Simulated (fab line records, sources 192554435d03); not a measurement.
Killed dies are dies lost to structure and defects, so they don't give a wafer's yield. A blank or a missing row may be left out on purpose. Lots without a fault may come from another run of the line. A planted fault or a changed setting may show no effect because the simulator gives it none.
Which tool did it? | flow n5_finfet | 24 lots, 72 wafers sampled, at 6 steps of a route of 1938

WHAT THE GAUGES READ, wafer by wafer
N5_FIN_SAQP_OVL_MEAS_17.
lot  | measured    | on         | FIN_CORE_OVL (nm)
L074 | day 1 22:13 | overlay-01 | 1.1 -0.3 0.2
L075 | day 2 04:26 | overlay-02 | 0.3 -1.2 -1.1
L076 | day 2 09:34 | overlay-02 | 0.9 0.6 -0.2
L077 | day 2 15:41 | overlay-01 | 0.2 0.5 1.4
L078 | day 2 21:32 | overlay-01 | 0.1 0.8 0.3
L079 | day 3 04:16 | overlay-01 | 0.1 0.3 1.1
L080 | day 3 10:19 | overlay-02 | 0.0 0.7 -1.3
L081 | day 3 16:49 | overlay-02 | -0.9 -0.6 -1.0
L082 | day 3 22:07 | overlay-01 | 1.5 2.6 0.5
L083 | day 4 05:17 | overlay-01 | -0.5 -1.4 -1.1
L084 | day 4 09:28 | overlay-01 | -0.6 -1.4 -0.4
L085 | day 4 15:39 | overlay-01 | 0.8 1.0 1.8
L086 | day 4 20:55 | overlay-02 | -0.1 0.3 -1.7
L087 | day 5 05:55 | overlay-01 | 0.2 0.0 1.2
L088 | day 5 09:35 | overlay-02 | -0.2 -0.7 0.0
L089 | day 5 15:38 | overlay-02 | 0.3 -0.7 -0.5
L090 | day 5 21:44 | overlay-01 | -0.3 0.0 -1.6
L091 | day 6 04:55 | overlay-02 | -1.0 -0.4 -0.7
L092 | day 6 09:11 | overlay-02 | 0.1 1.2 -0.6
L093 | day 6 15:41 | overlay-01 | 0.1 -0.2 0.6
L094 | day 6 21:59 | overlay-02 | -0.1 0.1 0.2
L095 | day 7 04:10 | overlay-01 | 0.2 -0.5 0.3
L096 | day 7 09:20 | overlay-01 | -0.2 0.3 -0.4
L097 | day 7 17:04 | overlay-02 | -0.4 0.5 -0.3

N5_DUMMY_GATE_OVL_MEAS_16.
lot  | measured    | on         | GATE_OVL (nm)
L074 | day 2 22:29 | overlay-02 | -1.1 -1.0 -1.5
L075 | day 3 06:07 | overlay-01 | -1.0 -1.8 -1.0
L076 | day 3 12:41 | overlay-02 | -0.3 -0.9 -0.9
L077 | day 3 15:21 | overlay-01 | -0.9 -0.4 -1.4
L078 | day 3 21:32 | overlay-02 | 0.0 -0.2 -0.2
L079 | day 4 05:40 | overlay-01 | 0.7 0.0 -0.4
L080 | day 4 09:25 | overlay-02 | -0.8 -1.1 -0.8
L081 | day 4 17:12 | overlay-02 | -0.9 0.0 -0.2
L082 | day 5 02:36 | overlay-01 | -1.0 -1.1 -1.1
L083 | day 5 05:11 | overlay-01 | -0.2 -0.6 0.1
L084 | day 5 12:22 | overlay-02 | -0.5 -0.2 -0.4
L085 | day 5 15:05 | overlay-01 | -1.9 -1.0 0.3
L086 | day 6 01:32 | overlay-01 | 0.3 -1.0 0.2
L087 | day 6 06:01 | overlay-02 | -0.9 -0.9 -0.6
L088 | day 6 11:18 | overlay-01 | -0.7 -1.2 -1.2
L089 | day 6 18:11 | overlay-01 | 0.1 -0.9 -1.0
L090 | day 6 21:21 | overlay-02 | -1.1 -1.0 0.4
L091 | day 7 04:56 | overlay-02 | -0.5 -0.9 -0.1
L092 | day 7 09:18 | overlay-02 | -0.9 0.2 -1.2
L093 | day 7 17:46 | overlay-01 | -0.1 -0.5 -0.1
L094 | day 7 21:54 | overlay-02 | -2.4 -0.6 -0.3
L095 | day 8 03:06 | overlay-02 | -1.1 -0.3 -0.8
L096 | day 8 13:29 | overlay-01 | -1.3 -1.1 -1.1
L097 | day 8 17:02 | overlay-01 | -1.4 -0.7 -0.7

N5_DUMMY_GATE_CD_MEAS_50: target cd 14 nm.
lot  | measured    | on        | cd_nm (nm)
L074 | day 2 22:57 | cd_sem-03 | 13.9 14.0 13.9
L075 | day 3 07:08 | cd_sem-03 | 13.5 13.9 13.9
L076 | day 3 13:10 | cd_sem-02 | 13.8 14.4 14.1
L077 | day 3 15:56 | cd_sem-03 | 14.1 13.4 13.6
L078 | day 3 22:07 | cd_sem-01 | 14.0 14.0 14.0
L079 | day 4 06:08 | cd_sem-02 | 13.3 13.9 13.4
L080 | day 4 09:52 | cd_sem-01 | 13.3 13.7 13.0
L081 | day 4 17:40 | cd_sem-03 | 14.9 14.7 14.2
L082 | day 5 03:12 | cd_sem-01 | 13.7 14.0 13.9
L083 | day 5 05:38 | cd_sem-02 | 14.2 14.6 13.8
L084 | day 5 12:52 | cd_sem-02 | 14.3 14.3 14.1
L085 | day 5 15:33 | cd_sem-02 | 13.7 14.3 13.2
L086 | day 6 02:05 | cd_sem-03 | 14.3 14.3 13.4
L087 | day 6 06:29 | cd_sem-03 | 13.5 13.8 13.4
L088 | day 6 11:46 | cd_sem-02 | 13.8 14.6 14.2
L089 | day 6 18:38 | cd_sem-03 | 13.6 13.9 14.3
L090 | day 6 21:54 | cd_sem-03 | 14.6 14.1 15.0
L091 | day 7 05:34 | cd_sem-02 | 13.9 13.6 13.4
L092 | day 7 09:55 | cd_sem-01 | 13.6 14.4 14.2
L093 | day 7 18:14 | cd_sem-02 | 14.0 13.6 13.7
L094 | day 7 22:23 | cd_sem-02 | 13.2 13.5 13.8
L095 | day 8 03:34 | cd_sem-03 | 13.9 13.8 14.2
L096 | day 8 14:09 | cd_sem-02 | 13.2 13.8 14.4
L097 | day 8 17:49 | cd_sem-03 | 14.7 13.3 15.0

WHICH TOOL RAN EACH LOT (tool, then ch and the chambers of the sampled wafers, then the start)
lot  | N5_FIN_SAQP_ETCH_65             | N5_STI_FIN_REVEAL_STRIP_24        | N5_DUMMY_GATE_ETCH_37
L074 | rie_si-03 ch 1,3, day 2 00:26   | rie_diel-05 ch 0,3, day 2 09:46   | rie_diel-01 ch 0,1,2, day 2 22:43
L075 | rie_si-03 ch 1,2,3, day 2 06:58 | rie_diel-05 ch 0,1,2, day 2 17:59 | rie_diel-01 ch 0,1,2, day 3 06:47
L076 | rie_si-06 ch 0,2,3, day 2 12:49 | rie_diel-05 ch 1,2,3, day 2 23:05 | rie_diel-02 ch 0,2,3, day 3 12:56
L077 | rie_si-03 ch 0,3, day 2 18:01   | rie_diel-05 ch 2,3, day 3 03:48   | rie_diel-03 ch 2,3, day 3 15:41
L078 | rie_si-01 ch 0,1, day 3 00:11   | rie_diel-04 ch 0,1, day 3 10:01   | rie_diel-02 ch 2,3, day 3 21:53
L079 | rie_si-01 ch 0,1,2, day 3 06:31 | rie_diel-04 ch 0,3, day 3 16:12   | rie_diel-01 ch 0,2,3, day 4 05:54
L080 | rie_si-01 ch 0,1,2, day 3 12:40 | rie_diel-04 ch 0,2, day 3 21:52   | rie_diel-02 ch 0,1,2, day 4 09:38
L081 | rie_si-03 ch 0,3, day 3 19:13   | rie_diel-06 ch 2,3, day 4 05:40   | rie_diel-03 ch 1,2,3, day 4 17:26
L082 | rie_si-03 ch 1,2, day 4 00:59   | rie_diel-04 ch 0,1, day 4 11:12   | rie_diel-02 ch 0,1, day 5 02:55
L083 | rie_si-01 ch 1,2, day 4 07:54   | rie_diel-06 ch 2,3, day 4 17:32   | rie_diel-03 ch 2,3, day 5 05:23
L084 | rie_si-06 ch 1,2, day 4 12:55   | rie_diel-05 ch 1,3, day 4 22:27   | rie_diel-01 ch 2,3, day 5 12:37
L085 | rie_si-01 ch 1,2, day 4 18:11   | rie_diel-06 ch 0,1,2, day 5 03:35 | rie_diel-02 ch 0,3, day 5 15:19
L086 | rie_si-03 ch 0,1,2, day 4 23:08 | rie_diel-06 ch 2,3, day 5 08:59   | rie_diel-02 ch 0,1, day 6 01:50
L087 | rie_si-01 ch 0,2, day 5 08:29   | rie_diel-05 ch 0,1,3, day 5 18:10 | rie_diel-02 ch 0,3, day 6 06:14
L088 | rie_si-01 ch 0,1,2, day 5 11:50 | rie_diel-06 ch 0,1,2, day 5 21:07 | rie_diel-02 ch 0,1,3, day 6 11:32
L089 | rie_si-01 ch 0,2, day 5 18:25   | rie_diel-04 ch 0,1, day 6 04:21   | rie_diel-03 ch 1,2, day 6 18:25
L090 | rie_si-01 ch 0,3, day 6 00:20   | rie_diel-04 ch 0,3, day 6 09:38   | rie_diel-01 ch 1,2,3, day 6 21:40
L091 | rie_si-03 ch 1,2,3, day 6 07:19 | rie_diel-06 ch 0,1,3, day 6 16:59 | rie_diel-01 ch 1,2, day 7 05:19
L092 | rie_si-01 ch 0,2,3, day 6 12:12 | rie_diel-06 ch 0,1,2, day 6 21:46 | rie_diel-02 ch 0,1,2, day 7 09:32
L093 | rie_si-01 ch 0,1,2, day 6 19:07 | rie_diel-05 ch 0,1, day 7 04:23   | rie_diel-03 ch 0,1,2, day 7 18:01
L094 | rie_si-03 ch 1,3, day 7 00:36   | rie_diel-05 ch 0,2, day 7 10:14   | rie_diel-02 ch 0,2, day 7 22:09
L095 | rie_si-03 ch 0,1,3, day 7 06:23 | rie_diel-05 ch 0,1,3, day 7 15:27 | rie_diel-01 ch 1,2,3, day 8 03:20
L096 | rie_si-03 ch 0,1,2, day 7 11:44 | rie_diel-05 ch 1,2,3, day 7 23:23 | rie_diel-01 ch 0,1, day 8 13:41
L097 | rie_si-03 ch 2,3, day 7 19:20   | rie_diel-05 ch 1,2, day 8 05:20   | rie_diel-02 ch 0,1,3, day 8 17:31
- N5_FIN_SAQP_ETCH_65: etches SiO2 in CF4, target depth 4 nm, time 4.4 s.
- N5_STI_FIN_REVEAL_STRIP_24: strips in N2/H2, time 90 s.
- N5_DUMMY_GATE_ETCH_37: etches SOC in N2/H2, target depth 60 nm, overetch 30 nm.

WHAT THE TOOLS THEMSELVES READ (means of the sampled wafers that have a number; where no wafer has one, the mark that the record gives instead)
N5_FIN_SAQP_ETCH_65.
lot  | tool      | drypump_motor_current_A (A) | oes_product_au (a.u.) | throttle_valve_pct (%)
L074 | rie_si-03 | 5.3                         | 1.002                 | 22.20
L075 | rie_si-03 | 5.6                         | 1.003                 | 22.20
L076 | rie_si-06 | 5.8                         | 1.003                 | 21.85
L077 | rie_si-03 | 5.4                         | 1.012                 | 21.79
L078 | rie_si-01 | 5.7                         | 1.007                 | 22.09
L079 | rie_si-01 | 5.8                         | 0.993                 | 22.05
L080 | rie_si-01 | 5.8                         | 0.984                 | 22.06
L081 | rie_si-03 | 5.4                         | 1.007                 | 21.79
L082 | rie_si-03 | 5.6                         | 0.999                 | 22.17
L083 | rie_si-01 | 5.8                         | 0.969                 | 22.22
L084 | rie_si-06 | 5.8                         | 0.990                 | 21.82
L085 | rie_si-01 | 5.8                         | 0.968                 | 22.23
L086 | rie_si-03 | 5.7                         | 1.007                 | 21.98
L087 | rie_si-01 | 5.9                         | 0.991                 | 21.87
L088 | rie_si-01 | 5.8                         | 0.991                 | 22.05
L089 | rie_si-01 | 5.8                         | 1.007                 | 21.90
L090 | rie_si-01 | 5.8                         | 1.027                 | 21.91
L091 | rie_si-03 | 5.6                         | 1.004                 | 22.20
L092 | rie_si-01 | 5.9                         | 1.008                 | 21.87
L093 | rie_si-01 | 5.8                         | 0.984                 | 22.05
L094 | rie_si-03 | 5.3                         | 1.015                 | 22.20
L095 | rie_si-03 | 5.4                         | 1.014                 | 21.99
L096 | rie_si-03 | 5.7                         | 1.003                 | 21.97
L097 | rie_si-03 | 5.9                         | 0.983                 | 22.20

N5_STI_FIN_REVEAL_STRIP_24.
lot  | tool        | drypump_motor_current_A (A) | oes_product_au (a.u.) | rf_vpp_V (V) | showerhead_plenum_p_Torr (Torr) | throttle_valve_pct (%)
L074 | rie_diel-05 | 5.6                         | 0.70                  | 45.9         | 3.37                            | 12.52
L075 | rie_diel-05 | 5.7                         | 0.74                  | 45.3         | 3.47                            | 12.35
L076 | rie_diel-05 | 6.0                         | 0.74                  | 45.2         | 3.47                            | 12.35
L077 | rie_diel-05 | 6.0                         | 0.76                  | 45.3         | 3.45                            | 12.44
L078 | rie_diel-04 | 5.3                         | 0.71                  | 45.1         | 3.48                            | 12.50
L079 | rie_diel-04 | 5.3                         | 0.73                  | 45.1         | 3.38                            | 12.40
L080 | rie_diel-04 | 5.5                         | 0.74                  | 45.6         | 3.49                            | 12.33
L081 | rie_diel-06 | 5.9                         | 0.68                  | 45.5         | 3.46                            | 12.30
L082 | rie_diel-04 | 5.4                         | 0.72                  | 45.7         | 3.49                            | 12.54
L083 | rie_diel-06 | 5.9                         | 0.68                  | 45.8         | 3.46                            | 12.32
L084 | rie_diel-05 | 6.1                         | 0.80                  | 45.0         | 3.40                            | 12.29
L085 | rie_diel-06 | 6.1                         | 0.70                  | 45.3         | 3.37                            | 12.25
L086 | rie_diel-06 | 5.9                         | 0.69                  | 45.1         | 3.46                            | 12.33
L087 | rie_diel-05 | 5.9                         | 0.77                  | 44.7         | 3.39                            | 12.29
L088 | rie_diel-06 | 6.1                         | 0.69                  | 45.5         | 3.37                            | 12.27
L089 | rie_diel-04 | 5.4                         | 0.71                  | 44.7         | 3.48                            | 12.57
L090 | rie_diel-04 | 5.3                         | 0.71                  | 44.9         | 3.37                            | 12.46
L091 | rie_diel-06 | 5.9                         | 0.78                  | 44.8         | 3.37                            | 12.09
L092 | rie_diel-06 | 6.1                         | 0.80                  | 44.6         | 3.36                            | 12.08
L093 | rie_diel-05 | 5.9                         | 0.94                  | 45.4         | 3.41                            | 11.83
L094 | rie_diel-05 | 5.6                         | 0.84                  | 44.8         | 3.49                            | 12.21
L095 | rie_diel-05 | 5.9                         | 0.84                  | 45.4         | 3.38                            | 12.13
L096 | rie_diel-05 | 6.0                         | 0.79                  | 45.7         | 3.45                            | 12.24
L097 | rie_diel-05 | 5.9                         | 0.82                  | 45.6         | 3.51                            | 12.14

N5_DUMMY_GATE_ETCH_37.
lot  | tool        | drypump_motor_current_A (A) | oes_product_au (a.u.) | rf_vpp_V (V) | showerhead_plenum_p_Torr (Torr) | throttle_valve_pct (%)
L074 | rie_diel-01 | 6.1                         | 0.57                  | 525.1        | 2.58                            | 17.89
L075 | rie_diel-01 | 6.1                         | 0.57                  | 525.9        | 2.58                            | 17.90
L076 | rie_diel-02 | 6.1                         | 0.64                  | 522.5        | 2.49                            | 17.69
L077 | rie_diel-03 | 6.5                         | 0.59                  | 523.9        | 2.56                            | 17.83
L078 | rie_diel-02 | 5.8                         | 0.59                  | 520.8        | 2.43                            | 17.83
L079 | rie_diel-01 | 6.0                         | 0.58                  | 524.5        | 2.58                            | 17.87
L080 | rie_diel-02 | 6.1                         | 0.63                  | 522.4        | 2.48                            | 17.81
L081 | rie_diel-03 | 6.3                         | 0.57                  | 524.1        | 2.55                            | 17.84
L082 | rie_diel-02 | 6.4                         | 0.68                  | 525.0        | 2.54                            | 17.50
L083 | rie_diel-03 | 6.5                         | 0.58                  | 524.8        | 2.59                            | 17.84
L084 | rie_diel-01 | 5.9                         | 0.59                  | 524.6        | 2.57                            | 17.95
L085 | rie_diel-02 | 6.4                         | 0.68                  | 524.0        | 2.54                            | 17.40
L086 | rie_diel-02 | 6.1                         | 0.64                  | 523.3        | 2.48                            | 17.76
L087 | rie_diel-02 | 6.2                         | 0.64                  | 522.1        | 2.49                            | 17.55
L088 | rie_diel-02 | 6.1                         | 0.63                  | 522.7        | 2.48                            | 17.66
L089 | rie_diel-03 | 6.1                         | 0.55                  | 522.5        | 2.51                            | 17.88
L090 | rie_diel-01 | 6.0                         | 0.63                  | 524.2        | 2.55                            | 17.89
L091 | rie_diel-01 | 6.0                         | 0.68                  | 524.9        | 2.54                            | 17.82
L092 | rie_diel-02 | 6.0                         | 0.61                  | 522.1        | 2.47                            | 17.85
L093 | rie_diel-03 | 5.9                         | 0.67                  | 522.9        | 2.52                            | 17.65
L094 | rie_diel-02 | 6.0                         | 0.58                  | 521.4        | 2.46                            | 17.93
L095 | rie_diel-01 | 6.0                         | 0.62                  | 524.1        | 2.55                            | 17.91
L096 | rie_diel-01 | 6.2                         | 0.74                  | 524.4        | 2.54                            | 17.46
L097 | rie_diel-02 | 6.1                         | 0.62                  | 521.7        | 2.47                            | 17.69

THE ANSWER, worked out from the rows above alone
Rule: what is usual is taken from the lots themselves. Put in order of their means at a reading, lots are off if they are a third of the lots or fewer, leave a main group of 4 or more, and stand apart from it by a gap of 3 or more times the standard deviation of the main group's means; of several such gaps the widest counts. A main group whose means are all the same, to the digits that the tables above print for the reading, isn't used. A lot without any number at a reading at which 4 lots or more have one is off too. The other lots that the step has rows for count as sound. The gauges are gone through in route order, then the tools' own readings, and for those a lot's mean is taken as printed above. The first step at which some lot is off is used, and at that step the reading that is off furthest; a lot without a number counts as furthest.
No lot is off at any reading shown: from this, nothing can be told.

WHAT THE SIMULATOR HAD PUT IN
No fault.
